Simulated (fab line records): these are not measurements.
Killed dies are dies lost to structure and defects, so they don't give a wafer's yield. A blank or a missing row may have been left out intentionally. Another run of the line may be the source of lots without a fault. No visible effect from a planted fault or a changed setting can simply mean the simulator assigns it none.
fab line records ; flow n5_finfet
[record] lots = 12; wafers = 30; last_day = 18
route steps=1938 shown MOL_CONTACT_COAG@538 PASSIVATION@1936
lots that met no fault: from a run of the same line without faults
start_h: the number of hours between the record's first day and the start of the first shown wafer of the lot ; wait_h: how many hours have passed since the lot's step before this one ; " as in the row above ; L1.1+2: one row covering several wafers at once ; - value missing, or start not given ; * or withheld: withheld ; < > ~ a bound
route shown NAME@n: a module of which the file shows steps, and the number in the route of the first ; usual: mean/standard deviation of fault-free wafers ; same: alike in all rows ; chamber/n: place in a boat ; sites: per-site readings ; _std_site: their standard deviation ; _edge_site: outer sites' mean less inner sites' ; radius_mm: for every site, how far away it sits from the centre of the wafer ; mask NAME#n: copy n ; behind: the tool/chamber that last shaped the wafer ; hold: what put the lot on hold/how long, in hours/how the hold closed ; device: names the non-switching transistor (n, p or np) ; end of line: tests run on the same wafers once the route is complete ; where a step has no rows: the recipe by itself ; killed: not the wafer's yield, but the dies lost to structure and defects at the first sort ; map: dies across one wafer; x = killed, . = not, _ = none there
set.NAME: the setting as run; set.NAME@STEP: as run at that earlier step ; model.NAME: the simulator's own value behind a step, which no gauge read
route steps across a sampled set of lots; one table per step, one row per wafer
services: when a tool's chamber went out of use (start_h, in hours from the record's first day, below 0 if earlier), for how many hours, and the reason
[[steps]]
[step N5_MOL_CONTACT_COAG_ETCH_110]
[recipe] chemistry = CF4/O2; target = Si; target_depth_a = 25; time_s = 8; pressure_mtorr = 100; source_w = 200; bias_w = 12; ion_energy_ev = 60; Ar_flow_sccm = 100; cf4_flow_sccm = 100; O2_flow_sccm = 10
[usual] drypump_motor_current_A = 5.4/0.43; oes_product_au = 0.81/0.066; rf_vpp_V = 129.3/2.8; showerhead_plenum_p_Torr = 2.26/0.07; throttle_valve_pct = 10.68/0.2
lot.wafer;tool;chamber;start_h;wait_h;drypump_motor_current_A;oes_product_au;rf_hours_counter_h;rf_vpp_V;showerhead_plenum_p_Torr;throttle_valve_pct
L295.1;rie_diel-02;3;87.93;0.0;5.2;0.82;103;125.3;2.25;10.79
L295.2;rie_diel-02;1;87.93;0.0;5.0;0.80;70;130.2;2.35;10.58
L295.3;rie_diel-02;2;87.93;0.0;6.4;0.89;27;125.5;2.35;10.50
L296.1;rie_diel-02;3;98.48;0.0;5.2;0.81;106;126.7;2.25;10.79
L296.4;rie_diel-02;2;98.48;0.0;6.3;0.87;30;125.8;2.35;10.51
L296.6;rie_diel-02;1;98.48;0.0;5.0;0.80;-;128.4;2.35;10.61
L297.3;rie_diel-05;0;100.32;0.0;5.4;0.97;23;125.5;2.18;10.56
L297.4;rie_diel-05;2;100.32;0.0;5.2;0.68;222;128.7;2.28;10.83
L297.5;rie_diel-05;0;100.32;0.0;5.4;0.97;-;126.0;2.18;10.55
L298.5;rie_diel-05;0;110.15;0.0;5.4;0.96;-;125.4;2.18;10.55
L298.6;rie_diel-05;1;110.15;0.0;5.6;0.79;-;133.3;2.32;10.39
L299.2;rie_diel-02;0;116.97;0.0;4.9;0.79;136;131.9;2.22;10.64
L299.4;rie_diel-02;1;116.97;0.0;5.0;0.79;80;129.0;2.35;10.60
L299.5;rie_diel-02;2;116.97;0.0;6.4;0.85;-;125.5;2.35;10.52
L300.1;rie_diel-01;1;118.78;0.0;5.7;0.94;5;132.5;2.36;10.68
L300.2;rie_diel-01;3;118.78;0.0;5.7;0.77;94;127.8;2.26;10.98
L300.3;rie_diel-01;0;118.78;0.0;6.1;0.71;223;129.4;2.09;11.01
L301.2;rie_diel-02;3;131.99;0.0;5.2;0.80;119;126.4;2.24;10.83
L301.5;rie_diel-02;2;131.99;0.0;6.3;0.85;-;125.1;2.35;10.54
L302.2;rie_diel-01;1;132.09;0.0;5.7;0.92;9;131.7;2.36;10.70
L302.3;rie_diel-01;0;132.09;0.0;6.0;0.71;226;131.9;2.09;11.02
L304.3;rie_diel-05;0;143.49;0.0;5.4;0.94;37;124.0;2.18;10.60
L304.4;rie_diel-05;2;143.49;0.0;5.2;0.68;236;128.6;2.27;10.89
L307.3;rie_diel-05;3;162.64;0.0;5.1;0.84;73;132.1;2.25;10.72
L307.4;rie_diel-05;3;162.64;0.0;5.1;0.84;-;131.7;2.25;10.72
L311.2;rie_diel-05;0;188.30;0.0;5.4;0.91;55;124.5;2.17;10.65
L311.3;rie_diel-05;1;188.30;0.0;5.6;0.77;139;133.4;2.31;10.48
L317.1;rie_diel-01;1;230.32;0.0;5.7;0.83;47;131.8;2.35;10.80
L317.4;rie_diel-01;3;230.32;0.0;5.7;0.74;138;125.9;2.25;11.10
L317.6;rie_diel-01;0;230.32;0.0;6.0;0.97;-;132.9;2.33;10.36
[step N5_MOL_CONTACT_COAG_PRECLEAN_111]
[recipe] chemistry = NF3:NH3; afs_cycles = 1; temp_c = 30; time_s = 20; sublimation_temp_c = 180; sublimation_time_s = 60; pressure_torr = 3; rf_power_w = 30
[usual] time_s = 20/0
lot.wafer;tool;chamber;start_h;wait_h;time_s
L295.1;remote_plasma-02;1;88.33;0.2;20
L295.2;remote_plasma-02;1;88.33;0.2;20
L295.3;remote_plasma-02;1;88.33;0.2;20
L296.1;remote_plasma-01;1;99.71;0.2;20
L296.4;remote_plasma-01;1;99.71;0.2;20
L296.6;remote_plasma-01;1;99.71;0.2;20
L297.3;remote_plasma-01;0;100.82;0.3;20
L297.4;remote_plasma-01;0;100.82;0.3;20
L297.5;remote_plasma-01;0;100.82;0.3;20
L298.5;remote_plasma-02;0;110.73;0.3;20
L298.6;remote_plasma-02;0;110.73;0.3;20
L299.2;remote_plasma-01;0;117.37;0.2;20
L299.4;remote_plasma-01;0;117.37;0.2;20
L299.5;remote_plasma-01;0;117.37;0.2;20
L300.1;remote_plasma-01;1;119.19;0.2;20
L300.2;remote_plasma-01;1;119.19;0.2;20
L300.3;remote_plasma-01;1;119.19;0.2;20
L302.2;remote_plasma-01;0;133.32;1.0;20
L302.3;remote_plasma-01;0;133.32;1.0;20
L301.2;remote_plasma-02;1;133.47;1.3;20
L301.5;remote_plasma-02;1;133.47;1.3;20
L304.3;remote_plasma-02;1;143.95;0.2;20
L304.4;remote_plasma-02;1;143.95;0.2;20
L307.3;remote_plasma-01;0;163.07;0.2;18.964
L307.4;remote_plasma-01;0;163.07;0.2;18.964
L311.2;remote_plasma-01;1;188.69;0.2;20
L311.3;remote_plasma-01;1;188.69;0.2;18.964
L317.1;remote_plasma-02;0;230.69;0.2;20
L317.4;remote_plasma-02;0;230.69;0.2;20
L317.6;remote_plasma-02;0;230.69;0.2;20
[step N5_MOL_CONTACT_COAG_CO_FILL_22]
[recipe] material = Co; target_thk_a = 200; temp_c = 200; precursor = CCTBA/H2; pressure_torr = 30
[usual] heater_power_w = 226/15
lot.wafer;tool;chamber;start_h;wait_h;heater_power_w
L295.1;cvd_co-02;2;92.79;0.1;203
L295.2;cvd_co-02;0;92.79;0.1;223
L295.3;cvd_co-02;1;92.79;0.1;245
L296.1;cvd_co-01;2;101.41;0.1;238
L296.4;cvd_co-01;0;101.41;0.1;218
L296.6;cvd_co-01;2;101.41;0.1;243
L297.3;cvd_co-02;2;102.45;0.1;206
L297.4;cvd_co-02;0;102.45;0.1;229
L297.5;cvd_co-02;2;102.45;0.1;202
L298.5;cvd_co-02;1;112.24;0.3;242
L298.6;cvd_co-02;2;112.24;0.3;200
L299.2;cvd_co-02;1;120.31;0.1;244
L299.4;cvd_co-02;2;120.31;0.1;208
L299.5;cvd_co-02;0;120.31;0.1;232
L300.1;cvd_co-01;0;120.39;0.1;219
L300.2;cvd_co-01;2;120.39;0.1;245
L300.3;cvd_co-01;0;120.39;0.1;222
L302.2;cvd_co-01;0;135.66;0.1;214
L302.3;cvd_co-01;2;135.66;0.1;248
L301.2;cvd_co-02;0;135.82;0.1;236
L301.5;cvd_co-02;1;135.82;0.1;248
L304.3;cvd_co-02;1;145.75;0.1;245
L304.4;cvd_co-02;1;145.75;0.1;246
L307.3;cvd_co-02;1;165.22;0.4;251
L307.4;cvd_co-02;0;165.22;0.4;230
L311.2;cvd_co-01;1;190.21;0.1;212
L311.3;cvd_co-01;0;190.21;0.1;217
L317.1;cvd_co-02;1;232.63;0.1;246
L317.4;cvd_co-02;0;232.63;0.1;225
L317.6;cvd_co-02;2;232.63;0.1;198
[step N5_MOL_CONTACT_COAG_ANNEAL_113]
[recipe] temp_c = 400; time_s = 300; ambient = H2/N2
[usual] lamp_power_pct = 2.57/0.16; wafer_temp_C_max = 402.4/0.94
lot.wafer;tool;chamber;start_h;wait_h;lamp_power_pct;wafer_temp_C_max
L295.1;rtp_anneal-01;0;93.40;0.3;2.39;401.2
L295.2;rtp_anneal-01;0;93.40;0.3;2.38;401.4
L295.3;rtp_anneal-01;0;93.40;0.3;2.39;401.3
L296.1;rtp_anneal-01;0;102.10;0.4;2.38;401.5
L296.4;rtp_anneal-01;0;102.10;0.4;2.39;401.8
L296.6;rtp_anneal-01;0;102.10;0.4;2.39;401.6
L297.3;rtp_anneal-02;0;103.37;0.6;2.71;403.6
L297.4;rtp_anneal-02;0;103.37;0.6;2.71;404.1
L297.5;rtp_anneal-02;0;103.37;0.6;2.71;402.9
L298.5;rtp_anneal-02;0;113.16;0.6;2.71;402.8
L298.6;rtp_anneal-02;0;113.16;0.6;2.70;402.2
L299.2;rtp_anneal-02;0;121.13;0.5;2.71;402.8
L299.4;rtp_anneal-02;0;121.13;0.5;2.71;404.0
L299.5;rtp_anneal-02;0;121.13;0.5;2.70;402.9
L300.1;rtp_anneal-01;0;121.38;0.7;2.38;401.0
L300.2;rtp_anneal-01;0;121.38;0.7;2.39;401.4
L300.3;rtp_anneal-01;0;121.38;0.7;2.39;401.1
L301.2;rtp_anneal-01;0;136.59;0.5;2.39;401.4
L301.5;rtp_anneal-01;0;136.59;0.5;2.38;401.5
L302.2;rtp_anneal-02;0;136.85;0.9;2.71;402.0
L302.3;rtp_anneal-02;0;136.85;0.9;2.71;403.1
L304.3;rtp_anneal-02;0;146.70;0.7;2.70;403.5
L304.4;rtp_anneal-02;0;146.70;0.7;2.70;404.2
L307.3;rtp_anneal-01;0;166.14;0.6;2.39;401.5
L307.4;rtp_anneal-01;0;166.14;0.6;2.39;401.5
L311.2;rtp_anneal-02;0;191.09;0.6;2.71;402.5
L311.3;rtp_anneal-02;0;191.09;0.6;2.71;404.3
L317.1;rtp_anneal-02;0;233.24;0.3;2.71;404.1
L317.4;rtp_anneal-02;0;233.24;0.3;2.70;403.3
L317.6;rtp_anneal-02;0;233.24;0.3;2.70;402.8
[step N5_PASSIVATION_PROBE_49]
[usual] killed_at_M0_to_M3 = 34/10; killed_at_M4_up = 13/5.4; killed_at_contacts = 13/6; killed_at_front_end = 42/13; killed_at_other = 4/3.2; killed_dies = 107/18; killed_open = 69/14; killed_short = 35/7.7
[same] gross_dies = 1180; killed_at_back_side = 0
lot.wafer;tool;chamber;start_h;wait_h;killed_at_M0_to_M3;killed_at_M4_up;killed_at_contacts;killed_at_front_end;killed_at_other;killed_dies;killed_open;killed_short
L307.3;prober-01;-;353.38;0.1;38;22;10;47;3;120;69;47
L307.4;prober-01;-;353.43;0.2;48;7;19;40;2;116;75;41
// killed by level:class
L307.3 BEOL_M0_SAQP:geometric_particle:short=16 FIN_SAQP:geometric_particle:open=13 FIN_SAQP:geometric_particle:short=9 BEOL_M1:geometric_particle:open=8 BEOL_M4:geometric_particle:open=8 STI_FIN_REVEAL:geometric_particle:open=7 MOL_CONTACT_COAG:geometric_particle:open=7 BEOL_M0_SAQP:geometric_particle:open=7
L307.4 FIN_SAQP:geometric_particle:open=15 MOL_CONTACT_COAG:geometric_particle:open=15 BEOL_M0_SAQP:geometric_particle:short=15 FIN_SAQP:geometric_particle:short=10 BEOL_M0_SAQP:geometric_particle:open=8 BEOL_M3:geometric_particle:open=7 BEOL_M2:geometric_particle:open=5 STI_FIN_REVEAL:geometric_particle:open=5
[[services]]
tool;chamber;start_h;hours;kind
cvd_co-02;-;72.33;6.9;pm
rie_diel-01;1;76.89;-;clean
rie_diel-01;1;76.89;-;consumable_replace:focus_ring
rie_diel-01;1;76.89;-;consumable_replace:showerhead
rie_diel-01;1;76.89;15.8;scheduled_down
rie_diel-05;-;112.03;4.3;pm
cvd_co-01;1;114.67;-;clean
cvd_co-01;1;114.67;22.0;scheduled_down
cvd_co-01;1;114.67;22.0;vent_cycle
rie_diel-02;2;136.70;8.8;repair
rie_diel-02;-;154.74;14.6;pm
rie_diel-05;2;159.38;5.2;repair
cvd_co-02;2;161.91;7.8;repair
rie_diel-02;1;170.92;3.2;repair
rie_diel-05;2;185.33;-;clean
rie_diel-05;2;185.33;-;consumable_replace:focus_ring
rie_diel-05;2;185.33;22.6;scheduled_down
rie_diel-05;2;185.33;22.6;vent_cycle
cvd_co-02;1;191.08;4.8;repair
cvd_co-02;-;199.26;2.8;pm
rie_diel-02;-;201.05;2.8;pm
cvd_co-01;0;207.82;6.1;repair
remote_plasma-01;-;211.14;0.6;repair
remote_plasma-02;-;213.92;6.2;repair
[[key]]
[first_sign] step = N5_MOL_CONTACT_COAG_PRECLEAN_111; reading = time_s; direction = down; sigmas = 99+; usual = *; struck = *
effect none on later readings
met_at N5_MOL_CONTACT_COAG_PRECLEAN_111
struck_lots L307,L311
struck_wafers L307.3,L307.4,L311.3
tester_left_out L307,L311
not_acting_at N5_MOL_CONTACT_COAG_ETCH_110,N5_MOL_CONTACT_COAG_CO_FILL_22,N5_MOL_CONTACT_COAG_ANNEAL_113
onset_between 133.32 163.07
[fault] kind = process_parameter_drift; tool = remote_plasma-01; chamber = -; onset_h = 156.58; steps = N5_MOL_CONTACT_COAG_PRECLEAN_111; channel = time_s; offset = *; shape = step; end_h = 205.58; scope = struck_wafers_only; acts_in = *; stated = *
// tester_left_out: of these lots the tester's yield and bins aren't shown, on N5 and GAA mostly nor the transistor test; their killed dies are dies lost to structure and defects alone, not to doping, threshold or leakage, so they don't give the yield
